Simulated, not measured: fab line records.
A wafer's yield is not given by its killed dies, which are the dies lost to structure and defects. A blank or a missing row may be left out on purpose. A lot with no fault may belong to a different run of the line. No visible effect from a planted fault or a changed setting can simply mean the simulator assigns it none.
Chamber matching || flow n5Finfet || 4 sister chambers for N5_MOL_CONTACT_COAG_ETCHBACK_136 on rieDiel-06
The step etches SiO2 in CHF3, target depth 25 nm, time 16.7 s. 22 wafers are shown with their chamber, then 11 later ones without.

WAFERS, EACH WITH ITS CHAMBER
{"wafer": "L074.3", "chamber": 2, "rfVppV (V)": 539, "throttleValvePct (%)": 18.56, "showerheadPlenumPTorr (Torr)": 2.42}
{"wafer": "L074.5", "chamber": 1, "rfVppV (V)": 518, "throttleValvePct (%)": 18.38, "showerheadPlenumPTorr (Torr)": 2.54}
{"wafer": "L074.6", "chamber": 3, "rfVppV (V)": 551, "throttleValvePct (%)": 19.11, "showerheadPlenumPTorr (Torr)": 2.36}
{"wafer": "L075.1", "chamber": 2, "rfVppV (V)": 537, "throttleValvePct (%)": 18.56, "showerheadPlenumPTorr (Torr)": 2.42}
{"wafer": "L075.3", "chamber": 0, "rfVppV (V)": 501, "throttleValvePct (%)": 18.96, "showerheadPlenumPTorr (Torr)": 2.27}
{"wafer": "L075.5", "chamber": 1, "rfVppV (V)": 519, "throttleValvePct (%)": 18.40, "showerheadPlenumPTorr (Torr)": 2.53}
{"wafer": "L079.4", "chamber": 2, "rfVppV (V)": 538, "throttleValvePct (%)": 18.56, "showerheadPlenumPTorr (Torr)": 2.41}
{"wafer": "L079.5", "chamber": 0, "rfVppV (V)": 503, "throttleValvePct (%)": 18.97, "showerheadPlenumPTorr (Torr)": 2.27}
{"wafer": "L079.6", "chamber": 1, "rfVppV (V)": 518, "throttleValvePct (%)": 18.40, "showerheadPlenumPTorr (Torr)": 2.53}
{"wafer": "L080.2", "chamber": 3, "rfVppV (V)": 552, "throttleValvePct (%)": 19.13, "showerheadPlenumPTorr (Torr)": 2.35}
{"wafer": "L080.3", "chamber": 2, "rfVppV (V)": 539, "throttleValvePct (%)": 18.56, "showerheadPlenumPTorr (Torr)": 2.41}
{"wafer": "L080.6", "chamber": 1, "rfVppV (V)": 518, "throttleValvePct (%)": 18.40, "showerheadPlenumPTorr (Torr)": 2.53}
{"wafer": "L082.2", "chamber": 0, "rfVppV (V)": 502, "throttleValvePct (%)": 18.97, "showerheadPlenumPTorr (Torr)": 2.27}
{"wafer": "L082.3", "chamber": 3, "rfVppV (V)": 551, "throttleValvePct (%)": 19.14, "showerheadPlenumPTorr (Torr)": 2.35}
{"wafer": "L082.4", "chamber": 2, "rfVppV (V)": 539, "throttleValvePct (%)": 18.57, "showerheadPlenumPTorr (Torr)": 2.41}
{"wafer": "L084.1", "chamber": 2, "rfVppV (V)": 538, "throttleValvePct (%)": 18.59, "showerheadPlenumPTorr (Torr)": 2.41}
{"wafer": "L084.2", "chamber": 3, "rfVppV (V)": 549, "throttleValvePct (%)": 19.13, "showerheadPlenumPTorr (Torr)": 2.35}
{"wafer": "L084.3", "chamber": 1, "rfVppV (V)": 519, "throttleValvePct (%)": 18.41, "showerheadPlenumPTorr (Torr)": 2.53}
{"wafer": "L087.1", "chamber": 3, "rfVppV (V)": 552, "throttleValvePct (%)": 19.14, "showerheadPlenumPTorr (Torr)": 2.35}
{"wafer": "L087.2", "chamber": 2, "rfVppV (V)": 538, "throttleValvePct (%)": 18.60, "showerheadPlenumPTorr (Torr)": 2.41}
{"wafer": "L087.3", "chamber": 0, "rfVppV (V)": 502, "throttleValvePct (%)": 18.99, "showerheadPlenumPTorr (Torr)": 2.26}
{"wafer": "L091.1", "chamber": 2, "rfVppV (V)": 539, "throttleValvePct (%)": 18.60, "showerheadPlenumPTorr (Torr)": 2.41}

SIGNATURES (averages over the wafers above)
{"reading": "rfVppV", "chamber 0": 502.00, "chamber 1": 518.40, "chamber 2": 538.38, "chamber 3": 551.00, "scatter within a chamber": 0.852}
{"reading": "throttleValvePct", "chamber 0": 18.9725, "chamber 1": 18.3980, "chamber 2": 18.5750, "chamber 3": 19.1300, "scatter within a chamber": 0.0148}
{"reading": "showerheadPlenumPTorr", "chamber 0": 2.2675, "chamber 1": 2.5320, "chamber 2": 2.4125, "chamber 3": 2.3520, "scatter within a chamber": 0.00462}
Rule: a wafer lies at a distance from a chamber equal to the root of the sum of squares, over the readings, of (its reading less the chamber's mean, divided by the reading's scatter). The wafer belongs to the nearest chamber; if the next one is less than 2 further off, it can't be placed. The scatter: take each reading less its chamber's mean, square it, sum over the shown wafers, divide by the number of wafers less the number of chambers, and take the root.

WAFERS WITHOUT THEIR CHAMBER
{"wafer": "L091.3", "rfVppV (V)": 519, "throttleValvePct (%)": 18.43, "showerheadPlenumPTorr (Torr)": 2.52}
{"wafer": "L091.5", "rfVppV (V)": 538, "throttleValvePct (%)": 18.60, "showerheadPlenumPTorr (Torr)": 2.41}
{"wafer": "L093.1", "rfVppV (V)": 517, "throttleValvePct (%)": 18.45, "showerheadPlenumPTorr (Torr)": 2.52}
{"wafer": "L093.3", "rfVppV (V)": 538, "throttleValvePct (%)": 18.61, "showerheadPlenumPTorr (Torr)": 2.40}
{"wafer": "L093.4", "rfVppV (V)": 549, "throttleValvePct (%)": 19.15, "showerheadPlenumPTorr (Torr)": 2.34}
{"wafer": "L095.2", "rfVppV (V)": 537, "throttleValvePct (%)": 18.61, "showerheadPlenumPTorr (Torr)": 2.40}
{"wafer": "L095.5", "rfVppV (V)": 550, "throttleValvePct (%)": 19.16, "showerheadPlenumPTorr (Torr)": 2.34}
{"wafer": "L095.6", "rfVppV (V)": 502, "throttleValvePct (%)": 19.02, "showerheadPlenumPTorr (Torr)": 2.26}
{"wafer": "L097.3", "rfVppV (V)": 539, "throttleValvePct (%)": 18.61, "showerheadPlenumPTorr (Torr)": 2.40}
{"wafer": "L097.5", "rfVppV (V)": 502, "throttleValvePct (%)": 19.01, "showerheadPlenumPTorr (Torr)": 2.26}
{"wafer": "L097.6", "rfVppV (V)": 551, "throttleValvePct (%)": 19.17, "showerheadPlenumPTorr (Torr)": 2.34}

WHICH CHAMBER EACH ONE RAN IN
{"wafer": "L091.3", "from the rows above": 1, "in truth": 1}
{"wafer": "L091.5", "from the rows above": 2, "in truth": 2}
{"wafer": "L093.1", "from the rows above": 1, "in truth": 1}
{"wafer": "L093.3", "from the rows above": 2, "in truth": 2}
{"wafer": "L093.4", "from the rows above": 3, "in truth": 3}
{"wafer": "L095.2", "from the rows above": 2, "in truth": 2}
{"wafer": "L095.5", "from the rows above": 3, "in truth": 3}
{"wafer": "L095.6", "from the rows above": 0, "in truth": 0}
{"wafer": "L097.3", "from the rows above": 2, "in truth": 2}
{"wafer": "L097.5", "from the rows above": 0, "in truth": 0}
{"wafer": "L097.6", "from the rows above": 3, "in truth": 3}
Correct placement for 11 of the 11. Not placeable from these rows: 0. Wrongly placed: 0.
